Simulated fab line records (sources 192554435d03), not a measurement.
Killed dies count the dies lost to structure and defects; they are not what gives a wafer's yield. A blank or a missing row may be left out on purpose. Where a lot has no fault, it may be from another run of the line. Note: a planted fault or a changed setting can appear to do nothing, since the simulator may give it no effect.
Chamber matching ; flow n5_finfet ; N5_MIM_BOT_LITHO_DESCUM_10 on rie_diel-03 has 4 sister chambers
The step chemistry O2, time 7.9 s. 14 wafers are shown with their chamber, then 7 later ones without.

== WAFERS WITH THEIR CHAMBER ==
wafer;chamber;drypump_motor_current_A (A);showerhead_plenum_p_Torr (Torr);throttle_valve_pct (%)
L304.1;2;6.7;2.11;20.58
L304.4;1;6.4;2.12;20.24
L304.6;0;6.0;2.01;20.42
L310.2;2;6.7;2.10;20.60
L310.4;1;6.5;2.11;20.27
L310.5;0;6.0;2.00;20.46
L309.1;2;6.7;2.10;20.59
L309.4;1;6.5;2.11;20.24
L309.6;1;6.5;2.11;20.25
L314.1;0;6.0;2.00;20.47
L314.3;1;6.4;2.11;20.31
L314.4;2;6.7;2.10;20.63
L320.2;0;6.0;2.00;20.49
L320.4;3;5.6;2.13;20.65

SIGNATURES (means of the wafers above)
reading;chamber 0;chamber 1;chamber 2;chamber 3;scatter within a chamber
drypump_motor_current_A;6.000;6.460;6.700;5.600;0.0346
showerhead_plenum_p_Torr;2.0025;2.1120;2.1025;2.1300;0.0048
throttle_valve_pct;20.4600;20.2620;20.6000;20.6500;0.0273
Rule: for each reading, subtract the chamber's mean from the wafer's reading, divide by that reading's scatter and square the result; add these up over the readings and take the root, which gives the wafer's distance from the chamber. The wafer belongs to the nearest chamber; if the next one is less than 2 further off, it can't be placed. How the scatter is found: for the shown wafers, subtract from each reading the mean of its chamber, square and add these, divide the total by (wafers less chambers), then take the root.

== WAFERS WHOSE CHAMBER IS MISSING ==
wafer;drypump_motor_current_A (A);showerhead_plenum_p_Torr (Torr);throttle_valve_pct (%)
L320.6;6.0;2.00;20.48
L318.2;6.5;2.10;20.31
L318.3;6.0;1.99;20.51
L318.6;5.6;2.13;20.67
L323.2;6.7;2.09;20.65
L323.4;6.5;2.10;20.31
L323.6;6.0;1.99;20.50

== WHICH CHAMBER EACH WENT THROUGH ==
wafer;from the rows above;in truth
L320.6;0;0
L318.2;1;1
L318.3;0;0
L318.6;3;3
L323.2;2;2
L323.4;1;1
L323.6;0;0
Correct placement for 7 of the 7. Number that these rows cannot place: 0. Number placed wrongly: 0.
